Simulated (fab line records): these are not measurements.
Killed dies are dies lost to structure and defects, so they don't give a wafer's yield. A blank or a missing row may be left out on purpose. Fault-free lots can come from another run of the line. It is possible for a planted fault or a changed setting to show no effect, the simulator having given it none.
Matching of chambers	flow n5-finfet	3 sister chambers for N5_BEOL_M12_ILD_DEP_00 on pecvd-04
The step deposits SiOC from DEMS/O2, target thk 658.92 nm, time 130.7 s. 6 wafers are shown with their chamber, then 11 later ones without.

== WAFERS WITH THEIR CHAMBER ==
wafer	chamber	throttle-valve-pct (%)	showerhead-plenum-p-Torr (Torr)
L086.4	1	11.8	5.716
L085.2	0	12.7	5.692
L085.4	1	11.6	5.711
L087.3	0	12.8	5.681
L087.5	2	11.2	5.696
L090.1	2	11.2	5.692

== WAFERS WHOSE CHAMBER IS MISSING ==
wafer	throttle-valve-pct (%)	showerhead-plenum-p-Torr (Torr)
L090.5	11.5	5.694
L090.6	12.7	5.691
L089.1	11.4	5.692
L089.2	11.8	5.709
L089.3	12.5	5.691
L094.2	11.2	5.697
L094.5	11.2	5.684
L094.6	12.5	5.669
L097.1	11.6	5.705
L097.2	11.2	5.701
L097.6	12.6	5.666

== WHICH CHAMBER EACH ONE RAN IN ==
wafer	from the rows above	in truth
L090.5	can't be placed: 2 or 1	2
L090.6	0	0
L089.1	2	2
L089.2	1	1
L089.3	0	0
L094.2	2	2
L094.5	2	2
L094.6	0	0
L097.1	1	1
L097.2	2	2
L097.6	0	0
10 of 11 placed correctly. Not placeable from these rows: 1 (in 1, the candidates include the true chamber). 0 placed wrongly.
How it was worked out, from the rows above alone: a wafer's distance from a chamber is the root of the sum, over the readings, of the square of ((its reading less the chamber's mean) divided by the reading's scatter). The wafer belongs to the nearest chamber; if the next one is less than 2 further off, it can't be placed. The mean given for a chamber averages the wafers shown for that chamber. How the scatter is found: for the shown wafers, subtract from each reading the mean of its chamber, square and add these, divide the total by (wafers less chambers), then take the root.
